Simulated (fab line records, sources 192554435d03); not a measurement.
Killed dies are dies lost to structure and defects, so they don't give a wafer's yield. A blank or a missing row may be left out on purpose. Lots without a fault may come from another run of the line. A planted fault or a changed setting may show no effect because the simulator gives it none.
Which tool did it? | flow n5_finfet | 24 lots, 72 wafers sampled, at 3 steps of a route of 1938

WHAT THE GAUGES READ, wafer by wafer
N5_HKMG_FIN_INSPECT_61: inspects for defects (macro).
lot  | measured    | on                | raw_defect_count
L074 | day 3 22:06 | defect_inspect-01 | 2 1 3
L075 | day 4 07:56 | defect_inspect-01 | 0 4 1
L076 | day 4 15:04 | defect_inspect-02 | 3 1 1
L077 | day 4 17:11 | defect_inspect-01 | 0 1 4
L078 | day 5 03:49 | defect_inspect-02 | 0 1 0
L079 | day 5 06:16 | defect_inspect-01 | 2 2 2
L080 | day 5 15:46 | defect_inspect-02 | 2 1 1
L081 | day 5 23:25 | defect_inspect-01 | 3 2 0
L082 | day 5 23:43 | defect_inspect-02 | 1 3 1
L083 | day 6 10:23 | defect_inspect-02 | 1 1 3
L084 | day 6 19:14 | defect_inspect-02 | 2 4 1
L085 | day 6 21:05 | defect_inspect-02 | 2 2 4
L086 | day 7 03:05 | defect_inspect-01 | 2 2 1
L087 | day 7 08:12 | defect_inspect-01 | 5 2 4
L088 | day 7 16:47 | defect_inspect-01 | 2 5 1
L089 | day 7 20:53 | defect_inspect-02 | 3 2 3
L090 | day 8 03:29 | defect_inspect-02 | 1 3 4
L091 | day 8 05:59 | defect_inspect-01 | 2 1 4
L092 | day 8 14:46 | defect_inspect-02 | 2 1 1
L093 | day 8 19:28 | defect_inspect-02 | 2 0 3
L094 | day 9 01:23 | defect_inspect-02 | 3 1 1
L095 | day 9 08:20 | defect_inspect-02 | 2 2 3
L096 | day 9 12:08 | defect_inspect-01 | 2 0 2
L097 | day 9 22:40 | defect_inspect-02 | 1 2 4

N5_HKMG_FIN_CD_MEAS_12: target cd 92.8 nm.
lot  | measured     | on        | cd_nm (nm)
L074 | day 4 01:25  | cd_sem-01 | 92.5 93.7 93.4
L075 | day 4 11:09  | cd_sem-01 | 92.1 92.3 94.5
L076 | day 4 18:22  | cd_sem-01 | 93.4 94.9 93.5
L077 | day 4 20:30  | cd_sem-03 | 93.2 93.3 93.8
L078 | day 5 07:20  | cd_sem-03 | 94.2 92.2 93.5
L079 | day 5 09:53  | cd_sem-03 | 93.9 93.8 93.5
L080 | day 5 19:08  | cd_sem-02 | 93.3 94.2 92.3
L081 | day 6 02:44  | cd_sem-02 | 92.7 93.8 92.4
L082 | day 6 03:18  | cd_sem-02 | 91.1 93.8 92.5
L083 | day 6 13:35  | cd_sem-01 | 93.0 93.6 91.6
L084 | day 6 22:31  | cd_sem-03 | 93.7 91.8 94.2
L085 | day 7 00:38  | cd_sem-03 | 93.7 93.4 93.1
L086 | day 7 06:25  | cd_sem-03 | 92.6 93.7 94.0
L087 | day 7 11:47  | cd_sem-03 | 93.1 93.4 92.3
L088 | day 7 20:14  | cd_sem-01 | 92.5 93.0 92.3
L089 | day 8 00:13  | cd_sem-01 | 92.7 94.5 93.2
L090 | day 8 07:03  | cd_sem-01 | 93.8 93.7 93.4
L091 | day 8 09:26  | cd_sem-03 | 93.7 93.4 93.1
L092 | day 8 18:05  | cd_sem-01 | 92.3 91.6 92.4
L093 | day 8 22:46  | cd_sem-02 | 92.4 93.1 93.1
L094 | day 9 04:39  | cd_sem-02 | 94.0 93.4 93.5
L095 | day 9 11:34  | cd_sem-01 | 93.4 94.1 93.3
L096 | day 9 15:38  | cd_sem-01 | 94.2 94.8 93.7
L097 | day 10 02:02 | cd_sem-01 | 92.7 93.6 93.2

WHICH TOOL RAN EACH LOT (tool, then ch and the chambers of the sampled wafers, then the start)
lot  | N5_HKMG_FIN_DESCUM_53
L074 | rie_diel-02 ch 0,1, day 3 22:08
L075 | rie_diel-02 ch 0,1,2, day 4 07:59
L076 | rie_diel-01 ch 2,3, day 4 15:06
L077 | rie_diel-05 ch 1,2,3, day 4 17:13
L078 | rie_diel-01 ch 0,1,3, day 5 03:51
L079 | rie_diel-05 ch 0,2,3, day 5 06:19
L080 | rie_diel-01 ch 2,3, day 5 15:59
L081 | rie_diel-01 ch 2,3, day 5 23:28
L082 | rie_diel-02 ch 0,3, day 6 00:07
L083 | rie_diel-01 ch 0,2, day 6 10:25
L084 | rie_diel-01 ch 0,2,3, day 6 19:16
L085 | rie_diel-02 ch 0,2,3, day 6 21:22
L086 | rie_diel-01 ch 0,2,3, day 7 03:08
L087 | rie_diel-02 ch 0,1, day 7 08:37
L088 | rie_diel-01 ch 2,3, day 7 16:49
L089 | rie_diel-05 ch 0,1, day 7 20:56
L090 | rie_diel-05 ch 0,2,3, day 8 03:41
L091 | rie_diel-02 ch 0,2,3, day 8 06:01
L092 | rie_diel-02 ch 0,2,3, day 8 14:48
L093 | rie_diel-01 ch 0,2, day 8 19:29
L094 | rie_diel-05 ch 0,2, day 9 01:26
L095 | rie_diel-02 ch 2,3, day 9 08:22
L096 | rie_diel-02 ch 1,2, day 9 12:10
L097 | rie_diel-05 ch 2,3, day 9 22:41
- N5_HKMG_FIN_DESCUM_53: chemistry O2, time 7.9 s.

WHAT THE TOOLS THEMSELVES READ (means of the sampled wafers that have a number; where no wafer has one, the mark that the record gives instead)
N5_HKMG_FIN_DESCUM_53.
lot  | tool        | drypump_motor_current_A (A) | oes_product_au (a.u.) | rf_vpp_V (V) | showerhead_plenum_p_Torr (Torr) | throttle_valve_pct (%)
L074 | rie_diel-02 | 5.7                         | 0.79                  | 242.8        | 2.04                            | 20.45
L075 | rie_diel-02 | 5.6                         | 0.80                  | 243.2        | 2.08                            | 20.51
L076 | rie_diel-01 | 5.7                         | 0.78                  | 244.2        | 2.17                            | 20.81
L077 | rie_diel-05 | 5.4                         | 0.72                  | 243.9        | 2.14                            | 20.53
L078 | rie_diel-01 | 6.2                         | 0.72                  | 242.6        | 2.08                            | 20.51
L079 | rie_diel-05 | 6.0                         | 0.75                  | 242.5        | 2.09                            | 20.37
L080 | rie_diel-01 | 5.7                         | 0.77                  | 243.8        | 2.12                            | 20.61
L081 | rie_diel-01 | 5.7                         | 0.77                  | 243.7        | 2.12                            | 20.62
L082 | rie_diel-02 | 5.5                         | 0.82                  | 242.2        | 2.08                            | 20.69
L083 | rie_diel-01 | 6.1                         | 0.72                  | 242.2        | 2.06                            | 20.93
L084 | rie_diel-01 | 5.9                         | 0.73                  | 243.0        | 2.09                            | 20.77
L085 | rie_diel-02 | 5.7                         | 0.84                  | 243.2        | 2.09                            | 20.58
L086 | rie_diel-01 | 5.9                         | 0.73                  | 242.9        | 2.09                            | 20.79
L087 | rie_diel-02 | 5.6                         | 0.75                  | 242.8        | 2.03                            | 20.48
L088 | rie_diel-01 | 5.7                         | 0.76                  | 244.2        | 2.16                            | 20.86
L089 | rie_diel-05 | 5.8                         | 0.74                  | 243.2        | 2.06                            | 20.65
L090 | rie_diel-05 | 6.0                         | 0.72                  | 242.7        | 2.08                            | 20.41
L091 | rie_diel-02 | 5.6                         | 0.82                  | 243.5        | 2.09                            | 20.60
L092 | rie_diel-02 | 5.6                         | 0.82                  | 242.4        | 2.09                            | 20.60
L093 | rie_diel-01 | 6.1                         | 0.69                  | 241.7        | 2.05                            | 20.96
L094 | rie_diel-05 | 6.2                         | 0.74                  | 242.4        | 2.03                            | 20.48
L095 | rie_diel-02 | 5.8                         | 0.86                  | 243.1        | 2.08                            | 20.51
L096 | rie_diel-02 | 5.8                         | 0.79                  | 242.8        | 2.08                            | 20.47
L097 | rie_diel-05 | 5.8                         | 0.69                  | 242.6        | 2.09                            | 20.40

THE ANSWER, worked out from the rows above alone
Rule: what is usual is taken from the lots themselves. Put in order of their means at a reading, lots are off if they are a third of the lots or fewer, leave a main group of 4 or more, and stand apart from it by a gap of 3 or more times the standard deviation of the main group's means; of several such gaps the widest counts. A main group whose means are all the same, to the digits that the tables above print for the reading, isn't used. A lot without any number at a reading at which 4 lots or more have one is off too. The other lots that the step has rows for count as sound. The gauges are gone through in route order, then the tools' own readings, and for those a lot's mean is taken as printed above. The first step at which some lot is off is used, and at that step the reading that is off furthest; a lot without a number counts as furthest.
No lot is off at any reading shown: from this, nothing can be told.

WHAT THE SIMULATOR HAD PUT IN
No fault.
